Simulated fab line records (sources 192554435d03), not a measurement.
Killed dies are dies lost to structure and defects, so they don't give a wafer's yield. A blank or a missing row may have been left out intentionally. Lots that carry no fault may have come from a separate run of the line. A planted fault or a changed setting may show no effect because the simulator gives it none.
Matching of chambers :: flow n5 finfet :: rie diel-02 running N5_BEOL_M0_SAQP_ETCH_101: 4 sister chambers
The step etches SiNx in CH3F/O2, target depth 29.9 nm, time 42.7 s. 4 wafers are shown with their chamber, then 12 later ones without.

== WAFERS PAIRED WITH THEIR CHAMBERS ==
wafer: L091.2
chamber: 0
drypump motor current A (A): 6.0

wafer: L092.2
chamber: 1
drypump motor current A (A): 5.9

wafer: L092.5
chamber: 2
drypump motor current A (A): 5.8

wafer: L092.6
chamber: 3
drypump motor current A (A): 5.1

== WAFERS WHOSE CHAMBER IS MISSING ==
wafer: L093.3
drypump motor current A (A): 5.0

wafer: L093.4
drypump motor current A (A): 5.8

wafer: L093.5
drypump motor current A (A): 5.9

wafer: L094.4
drypump motor current A (A): 5.0

wafer: L094.5
drypump motor current A (A): 5.7

wafer: L094.6
drypump motor current A (A): 5.1

wafer: L097.1
drypump motor current A (A): 6.0

wafer: L097.4
drypump motor current A (A): 6.0

wafer: L097.5
drypump motor current A (A): 5.8

wafer: L096.1
drypump motor current A (A): 5.9

wafer: L096.2
drypump motor current A (A): 6.0

wafer: L096.3
drypump motor current A (A): 6.0

== EACH ONE'S CHAMBER ==
wafer: L093.3
from the rows above: 3
in truth: 3

wafer: L093.4
from the rows above: 2
in truth: 2

wafer: L093.5
from the rows above: 1
in truth: 1

wafer: L094.4
from the rows above: 3
in truth: 3

wafer: L094.5
from the rows above: 2
in truth: 2

wafer: L094.6
from the rows above: 3
in truth: 3

wafer: L097.1
from the rows above: 0
in truth: 0

wafer: L097.4
from the rows above: 0
in truth: 0

wafer: L097.5
from the rows above: 2
in truth: 2

wafer: L096.1
from the rows above: 1
in truth: 1

wafer: L096.2
from the rows above: 0
in truth: 0

wafer: L096.3
from the rows above: 0
in truth: 0
Correct placement for 12 of the 12. Left unplaced by these rows: 0. Number placed wrongly: 0.
How it was worked out, from the rows above alone: a wafer's distance from a chamber is the root of the sum, over the readings, of the square of ((its reading less the chamber's mean) divided by the reading's scatter). If the next closest chamber is less than 2 further off than the closest, the wafer can't be placed; otherwise it belongs to the closest. A chamber's mean is the mean of its shown wafers. The scatter (one wafer shown for each chamber): square how far every hidden wafer sits from the nearest shown wafer, average those squares and take the square root.
